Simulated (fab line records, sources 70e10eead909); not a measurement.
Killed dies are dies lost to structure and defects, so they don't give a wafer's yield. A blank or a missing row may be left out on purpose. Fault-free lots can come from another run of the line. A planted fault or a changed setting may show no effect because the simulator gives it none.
Matching of chambers :: flow nandHarc :: rieDiel-12 running NHARC_P_BONDPAD_ETCH_24: 4 sister chambers
The step etches the open film in CF4/N2, target depth 30 nm, time 72.99 s. 8 wafers are shown with their chamber, then 7 later ones without.

## WAFERS, EACH WITH ITS CHAMBER
wafer: L818.1
chamber: 1
showerheadPlenumPTorr (Torr): 2.62
drypumpMotorCurrentA (A): 5.3

wafer: L819.2
chamber: 3
showerheadPlenumPTorr (Torr): 2.75
drypumpMotorCurrentA (A): 5.8

wafer: L819.4
chamber: 0
showerheadPlenumPTorr (Torr): 2.56
drypumpMotorCurrentA (A): 5.9

wafer: L819.5
chamber: 0
showerheadPlenumPTorr (Torr): 2.56
drypumpMotorCurrentA (A): 5.8

wafer: L823.1
chamber: 1
showerheadPlenumPTorr (Torr): 2.61
drypumpMotorCurrentA (A): 5.3

wafer: L823.2
chamber: 2
showerheadPlenumPTorr (Torr): 2.50
drypumpMotorCurrentA (A): 5.3

wafer: L823.3
chamber: 3
showerheadPlenumPTorr (Torr): 2.75
drypumpMotorCurrentA (A): 5.8

wafer: L824.1
chamber: 2
showerheadPlenumPTorr (Torr): 2.50
drypumpMotorCurrentA (A): 5.2

## WAFERS WITH NO CHAMBER GIVEN
wafer: L824.3
showerheadPlenumPTorr (Torr): 2.75
drypumpMotorCurrentA (A): 5.8

wafer: L824.4
showerheadPlenumPTorr (Torr): 2.56
drypumpMotorCurrentA (A): 5.8

wafer: L825.3
showerheadPlenumPTorr (Torr): 2.50
drypumpMotorCurrentA (A): 5.2

wafer: L825.5
showerheadPlenumPTorr (Torr): 2.75
drypumpMotorCurrentA (A): 5.8

wafer: L827.4
showerheadPlenumPTorr (Torr): 2.56
drypumpMotorCurrentA (A): 5.8

wafer: L827.5
showerheadPlenumPTorr (Torr): 2.61
drypumpMotorCurrentA (A): 5.3

wafer: L830.3
showerheadPlenumPTorr (Torr): 2.61
drypumpMotorCurrentA (A): 5.3

## CHAMBER TAKEN BY EACH
wafer: L824.3
from the rows above: 3
in truth: 3

wafer: L824.4
from the rows above: 0
in truth: 0

wafer: L825.3
from the rows above: 2
in truth: 2

wafer: L825.5
from the rows above: 3
in truth: 3

wafer: L827.4
from the rows above: 0
in truth: 0

wafer: L827.5
from the rows above: 1
in truth: 1

wafer: L830.3
from the rows above: 1
in truth: 1
Correctly placed: 7 of 7. Number that these rows cannot place: 0. Wrongly placed: 0.
How it was worked out, from the rows above alone: a wafer's distance from a chamber is the root of the sum, over the readings, of the square of ((its reading less the chamber's mean) divided by the reading's scatter). If the next closest chamber is less than 2 further off than the closest, the wafer can't be placed; otherwise it belongs to the closest. Each chamber's mean is taken over the wafers shown for it. The scatter: take each reading less its chamber's mean, square it, sum over the shown wafers, divide by the number of wafers less the number of chambers, and take the root.
